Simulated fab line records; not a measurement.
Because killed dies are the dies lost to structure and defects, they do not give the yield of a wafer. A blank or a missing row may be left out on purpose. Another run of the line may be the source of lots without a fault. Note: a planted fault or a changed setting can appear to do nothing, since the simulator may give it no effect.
fab line records	flow nand_harc
record: lots: 12	wafers: 36	last_day: 33
route steps=1302 shown A_CHANNEL_FILL_D1@500 A_DECK1_JOINT@528 A_ONON_D2@566
lots that met no fault: taken from a fault-free run of the same line
start_h: the number of hours between the record's first day and the start of the first shown wafer of the lot	wait_h: hours from the lot's prior step to this one	" unchanged from the row above	L1.1+2: one row covering several wafers at once	- either no value or no given start	* or withheld: withheld	< > ~ a bound
route shown NAME@n: names a module that has steps shown in the file, with the first one's number in the route	usual: the fault-free wafers' mean and standard deviation	same: alike in all rows	chamber/n: place in a boat	sites: readings site by site	_std_site: how widely they spread, as a standard deviation	_edge_site: outer sites' mean less inner sites'	radius_mm: for every site, how far away it sits from the centre of the wafer	mask NAME#n: copy n	behind: the tool/chamber that last shaped the wafer	hold: reason for holding the lot/hours on hold/outcome of the hold	device: the n, p or np transistor that did not switch	end of line: the route-end tests of the same wafers	a step without rows: its recipe alone	killed: dies that structure and defects cost at the first sort, which is not the same as the wafer's yield	map: dies across one wafer; x = killed, . = not, _ = none there
set.NAME: the run value of the setting; set.NAME@STEP: its run value at that earlier step	model.NAME: the simulator's own value behind a step, which no gauge read
a sample of lots followed through the steps of the route, with each step as a table and each wafer as a row
services: a tool's chamber out of use, with start hour (start_h, from the record's first day; less than 0 if before it), hours out, and reason
== steps ==
step: NHARC_A_CHANNEL_FILL_D1_ETCHBACK_20
recipe: target_depth_a: 270	time_s: 13.5	c4f8_flow_sccm: withheld	o2_flow_sccm: 8	ar_flow_sccm: withheld	rf_w: 600	bias_w: 1500	chemistry: C4F8/O2/Ar
usual: bias_w: 1500/4.3	oes_product_au: 0.96/0.034	rf_vpp_V: 979/6.6
lot.wafer	tool	chamber	start_h	wait_h	bias_w	oes_product_au	rf_hours_counter_h	rf_vpp_V
L827.3	rie_diel-05	1	210.96	-	1503	0.93	8.4	971
L827.4	"	2	"	"	1500	0.95	8.0	985
L827.5	"	0	"	"	1504	0.93	-	975
L829.4	rie_diel-05	3	226.25	-	1503	0.93	8.6	980
L829.1	"	1	"	"	1496	0.91	9.3	971
L829.5	"	3	"	"	1506	0.93	-	979
L831.2	rie_diel-09	0	241.29	-	1500	0.92	5.0	987
L831.1	"	1	"	"	1498	0.94	4.3	984
L831.5	"	3	"	"	1502	0.91	-	987
L834.2	rie_diel-09	3	291.82	-	1497	0.98	8.5	985
L834.4	"	1	"	"	1500	0.99	8.3	985
L834.5	"	3	"	"	1498	1.00	-	985
L841.2	rie_diel-09	0	359.68	-	1505	1.00	1.8	987
L841.3	"	2	"	"	1504	1.00	2.1	989
L841.6	"	0	"	"	1496	1.00	-	987
L843.3	rie_diel-01	2	371.02	-	1501	0.92	5.0	971
L843.1	"	3	"	"	1495	0.92	6.7	988
L843.2	"	0	"	"	1495	0.92	7.5	971
L844.3	rie_diel-09	0	388.78	-	1503	0.92	3.4	987
L844.6	"	0	"	"	1505	0.93	-	986
L844.5	"	1	"	"	1503	0.92	-	983
L845.2	rie_diel-05	2	388.79	-	1498	0.97	4.6	985
L845.4	"	3	"	"	1511	0.94	7.2	979
L845.1	"	0	"	"	1498	0.94	5.8	976
L846.4	rie_diel-05	0	415.82	-	1502	0.98	0	976
L846.5	"	0	"	"	1502	1.00	-	977
L846.6	"	1	"	"	1504	0.97	-	972
L848.1	rie_diel-05	3	428.79	-	1489	1.01	0.2	981
L848.2	"	0	"	"	1504	1.00	0.3	975
L848.6	"	3	"	"	1494	1.01	-	978
L850.1	rie_diel-05	0	444.29	-	1494	0.96	0.9	976
L850.3	"	3	"	"	1498	0.98	0.8	980
L850.4	"	1	"	"	1504	0.95	-	971
L849.2	rie_diel-01	2	444.30	-	1498	0.96	3.8	970
L849.1	"	0	"	"	1499	0.97	2.7	973
L849.5	"	2	"	"	1495	0.97	-	970
step: NHARC_A_DECK1_JOINT_THK_MEAS_14
recipe: thk_meas_gauge: ellipsometry
usual: thk_nm: 51.0/1.4
lot.wafer	tool	chamber	start_h	wait_h	thk_nm
L827.3	film_metro-01	-	246.05	0.2	51.7
L827.4	"	-	"	"	50.1
L827.5	"	-	"	"	48.4
L829.1	film_metro-02	-	260.25	0.2	50.2
L829.4	"	-	"	"	52.1
L829.5	"	-	"	"	49.9
L831.1	film_metro-02	-	279.52	0.2	50.4
L831.2	"	-	"	"	48.1
L831.5	"	-	"	"	49.8
L834.2	film_metro-02	-	330.37	0.2	53.8
L834.4	"	-	"	"	51.1
L834.5	"	-	"	"	51.8
L841.2	film_metro-02	-	398.80	0.2	50.8
L841.3	"	-	"	"	51.9
L841.6	"	-	"	"	49.6
L843.1	film_metro-02	-	408.71	0.2	50.6
L843.2	"	-	"	"	49.9
L843.3	"	-	"	"	49.8
L844.3	film_metro-02	-	424.86	0.2	53.9
L844.5	"	-	"	"	50.3
L844.6	"	-	"	"	50.4
L845.1	film_metro-02	-	427.66	0.2	48.1
L845.2	"	-	"	"	52.7
L845.4	"	-	"	"	51.3
L846.4	film_metro-02	-	450.76	0.2	51.3
L846.5	"	-	"	"	50.8
L846.6	"	-	"	"	49.3
L848.1	film_metro-02	-	468.40	0.2	51.4
L848.2	"	-	"	"	51.2
L848.6	"	-	"	"	51.9
L849.1	film_metro-01	-	481.50	0.2	50.9
L849.2	"	-	"	"	51.4
L849.5	"	-	"	"	51.0
L850.1	film_metro-02	-	481.50	0.2	53.4
L850.3	"	-	"	"	52.0
L850.4	"	-	"	"	51.7
step: NHARC_A_DECK1_JOINT_THK_MEAS_17
recipe: thk_meas_gauge: ellipsometry
usual: thk_nm: 44.9/1.1
lot.wafer	tool	chamber	start_h	wait_h	thk_nm
L827.3	film_metro-01	-	269.94	0.3	46.7
L827.4	"	-	"	"	44.5
L827.5	"	-	"	"	45.3
L829.1	film_metro-01	-	283.84	0.2	44.6
L829.4	"	-	"	"	46.1
L829.5	"	-	"	"	45.5
L831.1	film_metro-02	-	304.99	0.3	44.0
L831.2	"	-	"	"	46.2
L831.5	"	-	"	"	46.7
L834.2	film_metro-01	-	360.65	0.3	43.7
L834.4	"	-	"	"	47.0
L834.5	"	-	"	"	43.4
L841.2	film_metro-01	-	430.88	0.2	45.0
L841.3	"	-	"	"	46.1
L841.6	"	-	"	"	46.3
L843.1	film_metro-01	-	431.75	0.2	46.2
L843.2	"	-	"	"	44.6
L843.3	"	-	"	"	43.9
L845.1	film_metro-01	-	445.44	0.2	44.4
L845.2	"	-	"	"	45.0
L845.4	"	-	"	"	45.4
L844.3	film_metro-02	-	445.51	0.2	42.8
L844.5	"	-	"	"	45.8
L844.6	"	-	"	"	44.5
L846.4	film_metro-02	-	474.05	0.1	44.6
L846.5	"	-	"	"	43.4
L846.6	"	-	"	"	43.8
L848.1	film_metro-01	-	489.06	0.2	43.4
L848.2	"	-	"	"	41.9
L848.6	"	-	"	"	44.7
L850.1	film_metro-02	-	502.73	0.2	44.5
L850.3	"	-	"	"	45.6
L850.4	"	-	"	"	45.1
L849.1	film_metro-01	-	502.73	0.2	46.0
L849.2	"	-	"	"	43.4
L849.5	"	-	"	"	45.2
step: NHARC_A_ONON_D2_DEP_33
recipe: target_thk_a: 2000	temp_c: 400	pressure_torr: 6.5	rf_w: 900	teos_flow_sccm: 161.4	flow_sccm: 2650	target_thk_nm: 200	gas: O2	material: SiO2
usual: heater_power_w: 561/86	susceptor_temp_C: 399.99/0.25	throttle_valve_pct: 15.8/0.39
lot.wafer	tool	chamber	start_h	wait_h	heater_power_w	susceptor_temp_C	throttle_valve_pct
L827.3	pecvd-01	0	284.98	0.1	461	399.95	15.7
L827.5	"	0	"	"	487	399.49	16.1
L827.4	"	1	"	"	561	400.21	15.6
L829.1	pecvd-04	2	296.88	0.1	674	400.18	15.6
L829.4	"	0	"	"	581	399.96	16.2
L829.5	"	1	"	"	592	399.58	16.0
L831.1	pecvd-04	2	317.97	0.1	665	399.83	15.4
L831.2	"	0	"	"	465	400.33	17.6
L831.5	"	1	"	"	522	399.92	15.6
L834.2	pecvd-01	1	373.99	0.2	539	400.45	15.8
L834.5	"	0	"	"	439	399.69	15.4
L834.4	"	2	"	"	458	400.19	15.7
L841.3	pecvd-01	2	444.50	0.4	501	399.64	15.9
L841.2	"	0	"	"	524	400.10	15.3
L841.6	"	1	"	"	633	400.05	15.9
L843.3	pecvd-04	1	444.64	0.4	597	399.96	15.8
L843.1	"	2	"	"	760	399.90	15.6
L843.2	"	0	"	"	479	399.92	16.7
L845.1	pecvd-01	1	458.35	0.1	642	400.09	16.0
L845.2	"	0	"	"	556	399.45	15.6
L845.4	"	0	"	"	558	399.97	15.5
L844.3	pecvd-03	0	458.41	0.1	591	400.01	14.9
L844.6	"	0	"	"	603	400.33	15.3
L844.5	"	1	"	"	358	399.91	16.5
L846.6	pecvd-03	1	487.11	0.2	458	400.24	16.3
L846.4	"	2	"	"	408	399.85	15.3
L846.5	"	0	"	"	563	399.33	15.3
L848.2	pecvd-04	1	502.94	0.1	681	399.66	16.4
L848.1	"	0	"	"	573	399.92	16.1
L848.6	"	0	"	"	569	400.52	16.0
L850.3	pecvd-01	2	515.99	0.1	428	400.04	15.7
L850.1	"	1	"	"	585	399.96	15.7
L850.4	"	2	"	"	448	400.02	15.8
L849.2	pecvd-04	0	516.04	0.1	575	399.91	15.8
L849.1	"	1	"	"	649	400.05	16.4
L849.5	"	1	"	"	688	400.31	16.3
step: NHARC_A_ONON_D2_THK_MEAS_34
recipe: thk_meas_gauge: ellipsometry
usual: thk_nm: 200/3.3
lot.wafer	tool	chamber	start_h	wait_h	thk_nm
L827.3	film_metro-02	-	285.35	-	197
L827.4	"	-	"	"	200
L827.5	"	-	"	"	195
L829.1	film_metro-02	-	297.20	-	198
L829.4	"	-	"	"	200
L829.5	"	-	"	"	201
L831.1	film_metro-01	-	318.33	-	198
L831.2	"	-	"	"	312
L831.5	"	-	"	"	197
L834.2	film_metro-01	-	374.35	-	200
L834.4	"	-	"	"	202
L834.5	"	-	"	"	199
L841.2	film_metro-01	-	444.87	-	196
L841.3	"	-	"	"	206
L841.6	"	-	"	"	208
L843.1	film_metro-02	-	445.09	-	197
L843.2	"	-	"	"	201
L843.3	"	-	"	"	196
L845.1	film_metro-02	-	458.77	-	199
L845.2	"	-	"	"	195
L845.4	"	-	"	"	200
L844.3	film_metro-01	-	458.78	-	199
L844.5	"	-	"	"	198
L844.6	"	-	"	"	200
L846.4	film_metro-01	-	487.38	-	201
L846.5	"	-	"	"	203
L846.6	"	-	"	"	204
L848.1	film_metro-02	-	503.35	-	203
L848.2	"	-	"	"	197
L848.6	"	-	"	"	203
L850.1	film_metro-01	-	516.40	-	198
L850.3	"	-	"	"	201
L850.4	"	-	"	"	203
L849.1	film_metro-02	-	516.41	-	195
L849.2	"	-	"	"	201
L849.5	"	-	"	"	199
== services ==
tool	chamber	start_h	hours	kind
rie_diel-09	2	190.39	6.3	repair
rie_diel-09	1	190.47	4.5	repair
pecvd-01	-	201.63	2.3	repair
rie_diel-01	-	203.80	9.0	pm
rie_diel-05	-	229.60	9.0	pm
rie_diel-01	2	231.36	18.8	repair
rie_diel-01	-	239.27	0.7	repair
pecvd-01	1	261.67	7.2	repair
pecvd-04	-	269.04	13.0	pm
rie_diel-05	2	271.08	36.8	repair
rie_diel-05	-	306.70	0.5	repair
pecvd-01	-	312.39	13.0	pm
rie_diel-09	-	320.10	9.0	pm
rie_diel-05	0	322.67	2.9	repair
rie_diel-05	-	354.56	0.4	repair
pecvd-04	-	361.43	4.7	repair
rie_diel-05	3	371.59	10.0	repair
rie_diel-05	-	406.60	9.0	pm
pecvd-01	1	408.90	5.2	repair
rie_diel-05	2	439.92	6.4	repair
pecvd-04	-	450.04	13.0	pm
pecvd-01	-	493.39	13.0	pm
rie_diel-09	-	497.10	9.0	pm
rie_diel-05	0	516.17	3.4	repair
== key ==
first_sign: step: NHARC_A_ONON_D2_DEP_33	reading: throttle_valve_pct	direction: up	sigmas: 4.5	usual: 15.8	struck: 17.6
effect: step: NHARC_A_ONON_D2_THK_MEAS_34	reading: thk_nm	direction: up	sigmas: 34	usual: 200	struck: 312
met_at NHARC_A_ONON_D2_DEP_33
struck_lots L831
struck_wafers L831.2
tester_left_out L831
not_acting_at NHARC_A_CHANNEL_FILL_D1_ETCHBACK_20,NHARC_A_DECK1_JOINT_THK_MEAS_14,NHARC_A_DECK1_JOINT_THK_MEAS_17
fault: kind: process_parameter_drift	tool: pecvd-04	chamber: 0	onset_h: 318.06	steps: NHARC_A_ONON_D2_DEP_33	channel: teos_flow_sccm	offset: *	shape: step	end_h: 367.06	acts_in: *	stated: *
tester_left_out: of these lots the tester's yield and bins aren't shown, on N5 and GAA mostly nor the transistor test; their killed dies are dies lost to structure and defects alone, not to doping, threshold or leakage, so they don't give the yield
